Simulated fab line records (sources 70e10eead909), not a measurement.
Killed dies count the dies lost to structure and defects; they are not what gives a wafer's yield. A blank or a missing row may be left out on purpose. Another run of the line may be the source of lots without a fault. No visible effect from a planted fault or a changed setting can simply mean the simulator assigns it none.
Chamber matching / flow nand_harc / rie_diel-08 running NHARC_P_ZERO_WELL_DESCUM_26: 4 sister chambers
The step chemistry O2, time 3 s. 8 wafers are shown with their chamber, then 8 later ones without.

== EACH WAFER AND ITS CHAMBER ==
wafer=L139.5; chamber=2; drypump_motor_current_A (A)=5.6; showerhead_plenum_p_Torr (Torr)=1.78
wafer=L145.1; chamber=0; drypump_motor_current_A (A)=5.3; showerhead_plenum_p_Torr (Torr)=1.97
wafer=L145.3; chamber=3; drypump_motor_current_A (A)=6.4; showerhead_plenum_p_Torr (Torr)=1.97
wafer=L145.6; chamber=1; drypump_motor_current_A (A)=6.5; showerhead_plenum_p_Torr (Torr)=1.82
wafer=L149.3; chamber=3; drypump_motor_current_A (A)=6.4; showerhead_plenum_p_Torr (Torr)=1.97
wafer=L149.5; chamber=0; drypump_motor_current_A (A)=5.3; showerhead_plenum_p_Torr (Torr)=1.96
wafer=L149.6; chamber=1; drypump_motor_current_A (A)=6.6; showerhead_plenum_p_Torr (Torr)=1.82
wafer=L152.2; chamber=2; drypump_motor_current_A (A)=5.6; showerhead_plenum_p_Torr (Torr)=1.77

== WAFERS WITHOUT THEIR CHAMBER ==
wafer=L152.5; drypump_motor_current_A (A)=6.5; showerhead_plenum_p_Torr (Torr)=1.97
wafer=L152.6; drypump_motor_current_A (A)=5.3; showerhead_plenum_p_Torr (Torr)=1.96
wafer=L155.3; drypump_motor_current_A (A)=5.3; showerhead_plenum_p_Torr (Torr)=1.96
wafer=L155.4; drypump_motor_current_A (A)=6.6; showerhead_plenum_p_Torr (Torr)=1.81
wafer=L155.6; drypump_motor_current_A (A)=6.5; showerhead_plenum_p_Torr (Torr)=1.96
wafer=L156.2; drypump_motor_current_A (A)=6.4; showerhead_plenum_p_Torr (Torr)=1.96
wafer=L156.3; drypump_motor_current_A (A)=5.3; showerhead_plenum_p_Torr (Torr)=1.96
wafer=L156.5; drypump_motor_current_A (A)=5.3; showerhead_plenum_p_Torr (Torr)=1.96

== THE CHAMBER EACH PASSED THROUGH ==
wafer=L152.5; from the rows above=3; in truth=3
wafer=L152.6; from the rows above=0; in truth=0
wafer=L155.3; from the rows above=0; in truth=0
wafer=L155.4; from the rows above=1; in truth=1
wafer=L155.6; from the rows above=3; in truth=3
wafer=L156.2; from the rows above=3; in truth=3
wafer=L156.3; from the rows above=0; in truth=0
wafer=L156.5; from the rows above=0; in truth=0
Correctly placed: 8 of 8. Can't be placed from these rows: 0. 0 placed wrongly.
How it was worked out, from the rows above alone: a wafer's distance from a chamber is the root of the sum, over the readings, of the square of ((its reading less the chamber's mean) divided by the reading's scatter). If the next closest chamber is less than 2 further off than the closest, the wafer can't be placed; otherwise it belongs to the closest. Each chamber's mean is taken over the wafers shown for it. The scatter: the root of (the sum of the squares of (reading less its chamber's mean) over the shown wafers, divided by (wafers less chambers)).
